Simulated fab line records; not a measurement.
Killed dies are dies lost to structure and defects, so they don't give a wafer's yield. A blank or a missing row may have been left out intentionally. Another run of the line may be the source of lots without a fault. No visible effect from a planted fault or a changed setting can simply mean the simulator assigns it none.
fab line records | flow n5Finfet
record: lots: 4 | wafers: 12 | lastDay: 18
route steps=1938 shown BEOL_M1@825 BEOL_M2@841 BEOL_M4@1111 PASSIVATION@1936
lots with no fault: from the same line, run without faults
startH: start of the lot's first displayed wafer, in hours after the record's first day | waitH: hours since the lot's step before | " as in the row above | L1.1+2: a row that stands for several wafers | - no value, or no start given | * or withheld: withheld | < > ~ a bound
route shown NAME@n: NAME is a module with steps in the file, n the number in the route of the first one | usual: the fault-free wafers' mean and standard deviation | same: alike in all rows | chamber/n: place in a boat | sites: per-site readings | _std_site: standard deviation of those values | _edge_site: outer sites' mean less inner sites' | radiusMm: for every site, how far away it sits from the centre of the wafer | mask NAME#n: copy n | behind: the tool/chamber that last shaped the wafer | hold: why the lot went on hold/how many hours it stayed there/how the hold came to an end | device: the transistor (n, p or np) that didn't switch | end of line: tests run on the same wafers once the route is complete | for a step that has no rows: nothing shown but its recipe | killed: count of dies lost to structure and defects at first sort (not the wafer's yield) | map: dies across one wafer; x = killed, . = not, _ = none there
set.NAME: setting as actually run; set.NAME@STEP: the setting as run at that earlier step | model.NAME: the simulator's own value behind a step, which no gauge read
lots seen at some steps along the route; tables by step, rows by wafer
services: when a tool's chamber went out of use (startH, in hours from the record's first day, below 0 if earlier), for how many hours, and the reason
== steps ==
step: N5_BEOL_M1_ANNEAL_91
recipe: tempC: 400 | timeS: 240 | ambient: vacuum
step: N5_BEOL_M1_SPUTTER_92
recipe: material: Cu | targetThkA: 45 | tempC: -20 | chamberPressurePa: 0.07 | powerW: withheld | timeS: 8.29
step: N5_BEOL_M1_ANNEAL_93
recipe: tempC: 400 | timeS: 240 | ambient: vacuum
step: N5_BEOL_M1_SPUTTER_94
recipe: material: Cu | targetThkA: 45 | tempC: -20 | chamberPressurePa: 0.07 | powerW: withheld | timeS: 8.29
step: N5_BEOL_M1_ANNEAL_95
recipe: tempC: 400 | timeS: 240 | ambient: vacuum
step: N5_BEOL_M1_SPUTTER_96
recipe: material: Cu | targetThkA: 45 | tempC: -20 | chamberPressurePa: 0.07 | powerW: withheld | timeS: 8.29
step: N5_BEOL_M1_ECD_50
recipe: material: Cu | targetThkA: 3000
step: N5_BEOL_M1_ANNEAL_51
recipe: tempC: 225 | timeS: 90 | ambient: N2
step: N5_BEOL_M1_CMP_52
recipe: stopOn: SiOC | tOverpolishS: 6.8 | downForcePsi: 1 | platenRpm: 50 | clearingPlatenDownForcePsi: 1.5 | clearingPlatenRpm: 50 | postCmpClean: cuAlkaline | targetThkNm: 40 | clearingPlatenPadVelocityMS: 0.99484 | padVelocityMS: 0.99484
step: N5_BEOL_M1_PRE_CLEAN_60
recipe: gas: NH3/H2 | timeS: 15 | tempC: * | rfPowerW: 300
step: N5_BEOL_M1_CO_CAP_55
recipe: material: Co | targetThkA: 20 | tempC: 200 | precursor: CCTBA/H2 | pressureTorr: 30 | timeS: 102.1
step: N5_BEOL_M1_PRE_CLEAN_56
recipe: gas: NH3 | timeS: 15 | tempC: withheld | rfPowerW: 300
lot.wafer  | tool     | chamber | startH | waitH
L462.1+3+4 | pecvd-01 | 1,0,0   | 182.54 | 0.1
L463.1+4+5 | pecvd-01 | 2,2,1   | 188.45 | 0.1
L470.1+4+5 | pecvd-04 | 2,1,0   | 229.34 | 0.1
L476.1+2+4 | pecvd-04 | 1,2,0   | 266.87 | 0.1
step: N5_BEOL_M1_DEP_57
recipe: material: SiCN | targetThkA: 80 | tempC: withheld | precursor: 3MS/NH3 | pressureTorr: 3 | rfW: 202 | timeS: 14
step: N5_BEOL_M1_INSPECT_59
recipe: inspectInstrument: darkfield | mode: postDep
usual: rawDefectCount: 66/23
lot.wafer | tool             | chamber | startH | waitH | rawDefectCount
L462.1    | defectInspect-01 | -       | 182.66 | 0.0   | 1205
L462.3    | "                | -       | "      | "     | 1182
L462.4    | "                | -       | "      | "     | 1234
L463.1    | defectInspect-02 | -       | 188.57 | 0.0   | 1230
L463.4    | "                | -       | "      | "     | 1237
L463.5    | "                | -       | "      | "     | 1252
L470.1    | defectInspect-02 | -       | 229.48 | 0.0   | 123
L470.4    | "                | -       | "      | "     | 95
L470.5    | "                | -       | "      | "     | 71
L476.1    | defectInspect-02 | -       | 266.99 | 0.0   | 85
L476.2    | "                | -       | "      | "     | 88
L476.4    | "                | -       | "      | "     | 76
step: N5_BEOL_M2_ILD_DEP_00
recipe: material: SiOC | targetThkA: 790 | tempC: 350 | precursor: DEMS/O2 | pressureTorr: 5 | rfW: 500 | timeS: 15.3
step: N5_BEOL_M2_PECVD_72
recipe: material: SiO2 | targetThkA: 160 | tempC: 400 | precursor: TEOS/O2 | pressureTorr: 5.5 | rfW: 450 | teosFlowSccm: 53.8 | gas: O2 | flowSccm: 3000 | timeS: 18
step: N5_BEOL_M2_HM_DEP_02
recipe: material: TiN | targetThkA: 200 | tempC: 25 | chamberPressurePa: 0.49996
step: N5_BEOL_M2_COAT_61
recipe: resist: SOC | tempC: 250 | timeS: 60 | spinRpm: 1500 | resistThkNm: 60
step: N5_BEOL_M2_COAT_62
recipe: resist: SiARC | tempC: 220 | timeS: 60 | spinRpm: 1500 | resistThkNm: 12
step: N5_BEOL_M2_COAT_73
recipe: resist: underlayer | tempC: 205 | timeS: 60 | spinRpm: 1500 | resistThkNm: 5
step: N5_BEOL_M2_COAT_05
recipe: resist: CAR-EUV | spinRpm: 1500 | resistThkNm: 30
step: N5_BEOL_M2_EBR_07
recipe: solvent: PGMEA | ebrWidthMm: 1.5
step: N5_BEOL_M2_SOFTBAKE_06
recipe: tempC: 110 | timeS: 60 | resist: CAR-EUV
step: N5_BEOL_M2_EXPOSE_08
recipe: maskId: M2 | na: 0.33 | sourceShape: dipole | sigmaInner: 0.369 | sigmaOuter: 0.767 | polarization: unpolarized | doseMj: 41.25
step: N5_BEOL_M2_PEB_09
recipe: pebTempC: 100 | pebTimeS: 60 | resist: CAR-EUV
step: N5_BEOL_M2_DEVELOP_10
recipe: developTimeS: 30 | developer: TMAH | resist: CAR-EUV | rinseLiquid: surfactantRinse | dry: airSpin | devTempC: 23
step: N5_BEOL_M2_INSPECT_13
recipe: mode: adi | inspectInstrument: brightfield
usual: rawDefectCount: 386/94
lot.wafer | tool             | chamber | startH | waitH | rawDefectCount
L462.1    | defectInspect-02 | -       | 184.93 | 0.1   | 1576
L462.3    | "                | -       | "      | "     | 1458
L462.4    | "                | -       | "      | "     | 1564
L463.1    | defectInspect-01 | -       | 190.20 | 0.1   | 1551
L463.4    | "                | -       | "      | "     | 1529
L463.5    | "                | -       | "      | "     | 1604
L470.1    | defectInspect-01 | -       | 231.98 | 0.1   | 408
L470.4    | "                | -       | "      | "     | 365
L470.5    | "                | -       | "      | "     | 307
L476.1    | defectInspect-02 | -       | 269.53 | 0.1   | 412
L476.2    | "                | -       | "      | "     | 331
L476.4    | "                | -       | "      | "     | 346
step: N5_BEOL_M2_DESCUM_16
recipe: chemistry: O2 | timeS: 7 | sourcePowerW: 50 | biasPowerW: 20 | pressureMtorr: 20 | rfFrequencyHz: 2.712e+07 | tempC: 40 | resist: CAR-EUV | o2FlowSccm: 225
step: N5_BEOL_M2_ETCH_74
recipe: chemistry: N2/H2 | target: underlayer | targetDepthA: 65 | maskMaterial: CAR-EUV | timeS: 5.2 | ionEnergyEv: 200 | pressureMtorr: 30 | sourceW: 840 | biasW: 150 | n2FlowSccm: 200 | h2FlowSccm: 200 | ends: cleared
step: N5_BEOL_M2_ETCH_63
recipe: chemistry: CF4 | target: SiARC | targetDepthA: 156 | maskMaterial: CAR-EUV | timeS: 26 | ionEnergyEv: 80 | pressureMtorr: 40 | sourceW: 545 | biasW: 36 | Ar_flow_sccm: 100 | cf4FlowSccm: 100 | ends: cleared
step: N5_BEOL_M2_ETCH_64
recipe: chemistry: N2/H2 | target: SOC | targetDepthA: 750 | overetchA: 225 | maskMaterial: SiARC | tempC: 40 | timeS: 121.9 | ionEnergyEv: 200 | pressureMtorr: 30 | sourceW: 840 | biasW: 150 | n2FlowSccm: 200 | h2FlowSccm: 200
step: N5_BEOL_M2_STRIP_65
recipe: chemistry: N2/H2 | tempC: 40 | n2FlowSccm: 200 | h2FlowSccm: 200 | rfFrequencyHz: 6e+07
step: N5_BEOL_M2_STRIP_75
recipe: chemistry: N2/H2 | tempC: 40 | n2FlowSccm: 200 | h2FlowSccm: 200 | rfFrequencyHz: 6e+07
step: N5_BEOL_M2_STRIP_66
recipe: chemistry: CF4 | resist: SiARC | powerW: 300 | biasPowerW: 75 | pressureMtorr: 50 | cf4FlowSccm: 150 | rfFrequencyHz: 6e+07
step: N5_BEOL_M2_HM_OPEN_17
recipe: chemistry: Cl2/BCl3 | targetDepthA: 200 | overetchA: 60 | target: TiN | maskMaterial: SOC | ionEnergyEv: 150 | pressureMtorr: 10 | icpW: 1000 | biasW: 126 | Cl2_flow_sccm: 53.25 | bcl3FlowSccm: 21.75 | Ar_flow_sccm: 25
step: N5_BEOL_M2_STRIP_19
recipe: chemistry: O2 | powerW: 400 | tempC: 40 | pressureMtorr: 30 | rfFrequencyHz: 6e+07 | biasPowerW: 0 | overashFraction: 0.2 | o2FlowSccm: 225
step: N5_BEOL_M2_INSPECT_30
recipe: mode: adi | inspectInstrument: brightfield
usual: rawDefectCount: 388/92
lot.wafer | tool             | chamber | startH | waitH | rawDefectCount
L462.1    | defectInspect-01 | -       | 185.90 | 0.1   | 1594
L462.3    | "                | -       | "      | "     | 1451
L462.4    | "                | -       | "      | "     | 1584
L463.1    | defectInspect-01 | -       | 191.28 | 0.1   | 1583
L463.4    | "                | -       | "      | "     | 1536
L463.5    | "                | -       | "      | "     | 1598
L470.1    | defectInspect-01 | -       | 233.02 | 0.1   | 405
L470.4    | "                | -       | "      | "     | 339
L470.5    | "                | -       | "      | "     | 291
L476.1    | defectInspect-02 | -       | 271.05 | 0.1   | 386
L476.2    | "                | -       | "      | "     | 357
L476.4    | "                | -       | "      | "     | 361
step: N5_BEOL_M4_RC_MEAS_101
usual: DIBL_N: 35.9/1.7 | DIBL_P: 36.0/2.2 | IOFF_N: 0.16/0.031 | IOFF_P: 0.21/0.039 | ION_N: 678/13 | ION_P: 464/8.8 | SS_N: 71.5/0.61 | SS_P: 73.2/0.68 | VT_N: 249/3.3 | VT_P: -250/3.8
lot.wafer | tool      | chamber | startH | waitH | DIBL_N[mV/V] | DIBL_P[mV/V] | IOFF_N[nA/um] | IOFF_P[nA/um] | ION_N[uA/um] | ION_P[uA/um] | SS_N[mV/dec] | SS_P[mV/dec] | VT_N[mV] | VT_P[mV]
L462.1    | prober-01 | 0       | 219.82 | 0.0   | 34.7         | 37.0         | 0.14          | 0.22          | 662          | 462          | 71.3         | 73.8         | 253      | -249
L462.3    | "         | 0       | "      | "     | 37.3         | 40.0         | 0.22          | 0.28          | 689          | 469          | 72.0         | 74.1         | 247      | -243
L462.4    | "         | 0       | "      | "     | 35.4         | 36.3         | 0.16          | 0.21          | 679          | 465          | 71.6         | 72.9         | 251      | -247
L463.1    | prober-01 | 0       | 226.49 | 0.0   | 37.0         | 38.6         | 0.18          | 0.21          | 692          | 464          | 71.9         | 73.2         | 248      | -251
L463.4    | "         | 0       | "      | "     | 36.8         | 36.7         | 0.16          | 0.19          | 670          | 449          | 71.3         | 73.1         | 250      | -252
L463.5    | "         | 0       | "      | "     | 37.0         | 38.6         | 0.17          | 0.23          | 686          | 469          | 71.5         | 73.7         | 247      | -249
L470.1    | prober-02 | 0       | 265.12 | 0.0   | 36.7         | 38.0         | 0.17          | 0.22          | 680          | 463          | 71.7         | 74.4         | 249      | -252
L470.4    | "         | 0       | "      | "     | 36.1         | 37.2         | 0.16          | 0.21          | 675          | 462          | 71.6         | 74.1         | 251      | -251
L470.5    | "         | 0       | "      | "     | 34.8         | 35.6         | 0.15          | 0.18          | 671          | 461          | 71.7         | 73.1         | 252      | -255
L476.1    | prober-02 | 0       | 313.75 | 0.0   | 37.4         | 37.5         | 0.17          | 0.22          | 683          | 462          | 72.3         | 73.0         | 250      | -250
L476.2    | "         | 0       | "      | "     | 36.9         | 36.5         | 0.15          | 0.21          | 677          | 463          | 71.5         | 73.4         | 249      | -251
L476.4    | "         | 0       | "      | "     | 36.4         | 34.9         | 0.15          | 0.19          | 681          | 458          | 71.9         | 73.0         | 249      | -251
step: N5_PASSIVATION_PROBE_49
usual: defectLimitedYield: 90.9/1.5 | killed_at_M0_to_M3: 36/10 | killed_at_M4_up: 13/5.5 | killedAtContacts: 12/5.6 | killedAtFrontEnd: 42/12 | killedAtOther: 4/3.2 | killedDies: 108/18 | killedOnRim: 15/4.1 | killedOpen: 71/13 | killedShort: 34/7.8 | sort_bin_5_function: 5.4/1 | sort_bin_6_memory: 3.4/0.68 | sortNPass: 1072/18 | sortYieldPct: 90.9/1.5
same: grossDies: 1180 | killedAtBackSide: 0 | sort_bin_4_leakage[%]: 0 | sort_bin_8_speed[%]: 0
lot.wafer | tool      | chamber | startH | waitH | defectLimitedYield[%] | killed_at_M0_to_M3 | killed_at_M4_up | killedAtContacts | killedAtFrontEnd | killedAtOther | killedDies | killedOnRim | killedOpen | killedShort | sort_bin_5_function[%] | sort_bin_6_memory[%] | sortNPass | sortYieldPct[%]
L462.1    | prober-01 | -       | 339.66 | 0.0   | 86.0                  | 118                | 5               | 11               | 29               | 2             | 165        | 35          | 59         | 40          | 8.7                    | 3.1                  | 1015      | 86.0
L462.3    | prober-01 | -       | 339.76 | 0.1   | 83.4                  | 126                | 12              | 22               | 34               | 2             | 196        | 40          | 75         | 40          | 8.9                    | 4.6                  | 984       | 83.4
L462.4    | prober-01 | -       | 339.81 | 0.2   | 83.1                  | 117                | 10              | 20               | 51               | 2             | 200        | 31          | 85         | 33          | 10.5                   | 3.7                  | 980       | 83.1
L463.1    | prober-02 | -       | 340.49 | 0.0   | 78.9                  | 191                | 11              | 11               | 33               | 3             | 249        | 15          | 75         | 24          | 11.8                   | 4.7                  | 931       | 78.9
L463.4    | prober-02 | -       | 340.64 | 0.2   | 79.0                  | 196                | 8               | 11               | 25               | 8             | 248        | 18          | 70         | 22          | 13.2                   | 4.1                  | 932       | 79.0
L463.5    | prober-02 | -       | 340.69 | 0.2   | 85.9                  | 106                | 4               | 9                | 46               | 1             | 166        | 37          | 79         | 26          | 8.6                    | 3.1                  | 1014      | 85.9
killed by level:class
L462.1 BEOL_M1:unspecified=65 BEOL_M3:geometricParticle:open=12 FIN_SAQP:geometricParticle:short=10 BEOL_M2:geometricParticle:open=10 BEOL_M0_SAQP:geometricParticle:open=8 BEOL_M0_SAQP:geometricParticle:short=7 MOL_CONTACT_COAG:geometricParticle:open=7 BEOL_M1:geometricParticle:open=5
L462.3 BEOL_M1:unspecified=79 MOL_CONTACT_COAG:geometricParticle:open=15 BEOL_M3:geometricParticle:open=10 BEOL_M0_SAQP:geometricParticle:open=9 FIN_SAQP:geometricParticle:short=8 BEOL_M0_SAQP:geometricParticle:short=8 MOL_CONTACT_COAG:geometricParticle:short=7 BEOL_M1:geometricParticle:open=7
L462.4 BEOL_M1:unspecified=82 FIN_SAQP:geometricParticle:short=16 MOL_CONTACT_COAG:geometricParticle:open=16 STI_FIN_REVEAL:geometricParticle:open=11 FIN_SAQP:geometricParticle:open=9 BEOL_M2:geometricParticle:open=7 BEOL_M0:geometricParticle:open=7 BEOL_M0_SAQP:geometricParticle:open=5
L463.1 BEOL_M1:unspecified=148 BEOL_M2:geometricParticle:open=12 BEOL_M3:geometricParticle:open=11 MOL_CONTACT_COAG:geometricParticle:open=10 STI_FIN_REVEAL:geometricParticle:open=8 BEOL_M1:geometricParticle:open=8 FIN_SAQP:geometricParticle:open=7 STI_FIN_REVEAL:geometricParticle:short=5
L463.4 BEOL_M1:unspecified=155 MOL_CONTACT_COAG:geometricParticle:open=11 BEOL_M1:geometricParticle:open=11 BEOL_M3:geometricParticle:open=11 BEOL_M2:geometricParticle:open=11 STI_FIN_REVEAL:geometricParticle:open=6 BEOL_M5:geometricParticle:open=5 FIN_SAQP:geometricParticle:open=4
L463.5 BEOL_M1:unspecified=61 BEOL_M3:geometricParticle:open=15 BEOL_M2:geometricParticle:open=14 STI_FIN_REVEAL:geometricParticle:open=13 DUMMY_GATE:geometricParticle:open=9 BEOL_M1:geometricParticle:open=8 MOL_CONTACT_COAG:geometricParticle:open=7 STARTING-WAFER:geometricParticle:short=7
map L462.4 (x killed, . not)
_________________...........x________________
______________.................x_____________
___________xx...........x.x........__________
__________.........................._________
________xxxx...........x..........x..._______
_______xxxxx..........x....x..x....x...______
______xxxxx.x.x.....................x..._____
_____xxxxxxx.xx..........x..x...x.....x..____
____xxxxxxxxxxx........x........x...x.....___
___xxxxxxxxx.......xx.....x...............x__
___xxxxxxxxxx.......................x......__
__xxxxxxxx.x.........x......................_
__xxxxxxxxx....x....x........x.............._
_.xxxxxxxx......x.....................x......
_....xxx..............x......................
_.xx................x........xx.......x......
_..x....x....x.x......x.............x.x......
_x..........x...........xx..............x.x..
_......................x..............xx...x.
_.....xx.........x.........x...x.............
_............................................
__......xxx..x........x.....x.......x......x_
__..x....x..x.......x......x......x.x.....x._
___...x....x...........................x...__
___......x...........x........x.x..........__
____....x.........x...x...xxx......x......___
_____............xxx...x.x..x............____
______......x......xx............x......_____
_______....x..x..........xx....x......x______
________..........x...x......x........_______
__________...........x.x............_________
___________............x...........__________
______________x................._____________
_________________..x.x.x.....________________
map L463.1 (x killed, . not)
_________________............________________
______________........x...x....._____________
___________........................__________
__________..........x..............._________
________.......x.x.x.xx............x.x_______
_______xx....x.............x.xx........______
______x.x....xxxx.xx..xxx...x..........._____
_____......x.x.xxxxxxxxxxx.x........x.x..____
____..x....x.xxxxxxxxxxxx.x...............___
___.......x..xxxxxxxxxxxxx...........x.....__
___..........xxxxxxxxxxxxxx.x..............__
__..x......xxxxxxxxxxxxxxx.xx....x.x........_
__.....x...xxxxxxxxxxxxxxxxx...x............_
_...........xxxxxxxxxxxxxxxx.................
_x....x.......xxxxxxxxxxxxx...x.......x......
_....x....x....xxxxxxxxxx.x..x.........x.....
_......xx..x....x.xxx.x............x.........
_.x.x.......x...xx..x.x.............x........
_.................x.............x............
_....x...........x........x......x.........x.
_........x........x.........x.......x.....x..
__...xx..x................x....x...x...x...._
__......................x..................._
___..xxx...........x...x..............x....__
___.x.....................x........x.....x.__
____..............x..........x............___
_____x........xx.........x..x....x.......____
______.................xx....x.x........_____
_______.......x.x......................______
________x............................._______
__________....x........x............_________
___________.x.......x......x...x...__________
______________...........xx.x..._____________
_________________.x.x........________________
== services ==
tool     | chamber | startH | hours | kind
pecvd-04 | 2       | 170.42 | 5.5   | scheduledDown
== key ==
firstSign: step: N5_BEOL_M1_INSPECT_59 | reading: rawDefectCount | direction: up | sigmas: 51 | usual: 66 | struck: 1223
effect: step: N5_BEOL_M2_INSPECT_13 | reading: rawDefectCount | direction: up | sigmas: 12 | usual: 386 | struck: 1547
effect: step: N5_BEOL_M2_INSPECT_30 | reading: rawDefectCount | direction: up | sigmas: 13 | usual: 388 | struck: 1558
effect: step: N5_PASSIVATION_PROBE_49 | reading: killed_at_M0_to_M3 | direction: up | sigmas: 11 | usual: 36 | struck: 142
moreKillsBornAt: N5_BEOL_M1_PRE_CLEAN_56@pecvd-01: 590
metAt N5_BEOL_M1_PRE_CLEAN_56
struckWafers L462.1,L462.3,L462.4,L463.1,L463.4,L463.5
fault: kind: chamberParticleSource | tool: pecvd-01 | chamber: - | onsetH: 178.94 | steps: N5_BEOL_M1_PRE_CLEAN_56 | ratePerVisitCm2: 1.7935 | endH: 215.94
